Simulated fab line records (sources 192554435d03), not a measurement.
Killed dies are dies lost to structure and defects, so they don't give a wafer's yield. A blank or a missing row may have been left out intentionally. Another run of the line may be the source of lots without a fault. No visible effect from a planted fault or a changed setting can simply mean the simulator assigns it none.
A lot that was struck, set against a sound lot | flow n5_finfet | 16 out of 1938 route steps
Sound: these wafers, L559.1, L559.4, L559.5. Wafers struck: L565.2, L565.4, L565.6. At the end, the cause is stated.
Each step with rows lists, per side, the tool, then ch with its chambers, then its first start. Under that, the readings that differ: sound wafers | struck wafers | difference of the means | sigmas: that difference in standard deviations of wafers without a fault.
alike: words and numbers the same on both sides, and readings whose means are apart by under 2 such deviations; not compared: readings that were withheld, readings missing a value for some wafer, numbers with overlapping values and no deviation given by the record, and bounds like >300 which may hide the same value.
Wherever a step has rows on one side only, a row that says differs or no value, or a row with sigmas, the two part there. Numbers that have no deviation but don't overlap get no sigmas and don't part them. A reading missing from all wafers of one side parts the sides only when that side holds two or more wafers.

first, 3 steps without rows for these wafers: N5_SDB_PRECLEAN_38 (cleans in dHF, time 10 s); N5_SDB_PRECLEAN_39 (cleans in O3/DIW, time 45 s); N5_SDB_SRD_28 (time 30 s).
N5_SDB_ALD_29: deposits SiNx, target thk 30 nm, pulse time 1 s, ald cycles 600.
  sound on ald_sin-04 ch 2,3, day 4 19:26; struck on ald_sin-04 ch 0,2,3, day 6 09:38
  alike: heater_power_w, precursor_pulse_height_rel
N5_SDB_CMP_30: polishes, stops on poly-Si, t overpolish 1.54 s, target thk 30 nm.
  sound on cmp-02 ch 0,2,3, day 4 22:14; struck on cmp-02 ch 1,3, day 6 12:30
  alike: motor_current_A, overpolish_run_s, platen_rpm, time_to_endpoint_s
  not compared: pad_life_wafers
N5_SDB_THK_MEAS_31:
  sound on film_metro-01, day 4 22:28; struck on film_metro-01, day 6 12:46
  alike: SDB_THK
N5_SDB_INSPECT_36: inspects for defects (darkfield).
  sound on defect_inspect-02, day 4 22:29; struck on defect_inspect-01, day 6 12:47
  alike: raw_defect_count
N5_DUMMY_REMOVAL_HM_STRIP_01: strips SiNx in CH3F/O2, stops on poly-Si, target depth 4 nm, time 6.8 s.
  sound on rie_diel-06 ch 0,3, day 4 22:31; struck on rie_diel-02 ch 2,3, day 6 12:52
  reading                | sound             | struck            | difference | sigmas
  throttle_valve_pct (%) | 16.50 16.79 16.77 | 16.01 16.25 16.00 | -0.60      | -2
  alike: drypump_motor_current_A, oes_product_au, rf_vpp_V, showerhead_plenum_p_Torr
  not compared: rf_hours_counter_h
N5_DUMMY_REMOVAL_STRIP_10: strips in N2/H2, time 40 s.
  sound on rie_diel-06 ch 0,3, day 4 22:33; struck on rie_diel-02 ch 2,3, day 6 12:54
  alike: drypump_motor_current_A, oes_product_au, rf_vpp_V, showerhead_plenum_p_Torr, throttle_valve_pct
  not compared: rf_hours_counter_h
then, 2 steps without rows for these wafers: N5_DUMMY_REMOVAL_PRECLEAN_07 (cleans in dHF, time 30 s); N5_DUMMY_REMOVAL_DUMMY_REMOVE_02 (chemistry TMAH, target poly-Si, stops on SiO2, target depth 142 nm, time 57 s, rinse time 30 s).
N5_DUMMY_REMOVAL_INSPECT_06: inspects for defects (brightfield).
  sound on defect_inspect-02, day 4 22:43; struck on defect_inspect-01, day 6 13:04
  alike: raw_defect_count
N5_DUMMY_REMOVAL_PRECLEAN_08: cleans in NF3:NH3, afs cycles 2, time 20 s, sublimation time 60 s.
  sound on remote_plasma-02 ch 1, day 4 22:46; struck on remote_plasma-02 ch 0, day 6 13:10
  reading    | sound             | struck            | difference | sigmas
  temp_c (C) | 30.02 30.09 30.00 | 29.10 29.02 29.28 | -0.90      | -8
then, 1 step without rows for these wafers: N5_DUMMY_REMOVAL_PRECLEAN_04 (cleans in DHF, time 37 s).
-- here the record skips 6 days between the struck wafers' starts before and after, leaving off in module DUMMY_REMOVAL and picking up in module BEOL_M4 (first step shown: number 1111 of the route) --
N5_BEOL_M4_RC_MEAS_101:
  sound on prober-01 ch 0, day 11 12:36; struck on prober-01 ch 0, day 12 20:34
  reading       | sound       | struck      | difference | sigmas
  ION_N (uA/um) | 670 673 680 | 654 645 664 | -20        | -2
  alike: DIBL_N, DIBL_P, IOFF_N, IOFF_P, ION_P, SS_N, SS_P, VT_N, VT_P
-- here the record skips 5 days between the struck wafers' starts before and after, leaving off in module BEOL_M4 and picking up in module PASSIVATION (first step shown: number 1936 of the route) --
N5_PASSIVATION_PROBE_49:
  sound on prober-02, day 15 21:46; struck on prober-01, day 17 17:20
  reading              | sound | struck   | difference | sigmas
  sort_bin_8_speed (%) | 0 0 0 | 0 0.08 0 | +0         | +4
  alike: defect_limited_yield, killed_at_M0_to_M3, killed_at_M4_up, killed_at_contacts, killed_at_front_end, killed_at_other, killed_dies, killed_on_rim, killed_open, killed_short, sort_bin_5_function, sort_bin_6_memory, sort_n_pass, sort_yield_pct

== WHERE THEY PART ==
Last at N5_PASSIVATION_PROBE_49 as far as this record goes, first at N5_DUMMY_REMOVAL_HM_STRIP_01.

WHY: what the simulator had put in
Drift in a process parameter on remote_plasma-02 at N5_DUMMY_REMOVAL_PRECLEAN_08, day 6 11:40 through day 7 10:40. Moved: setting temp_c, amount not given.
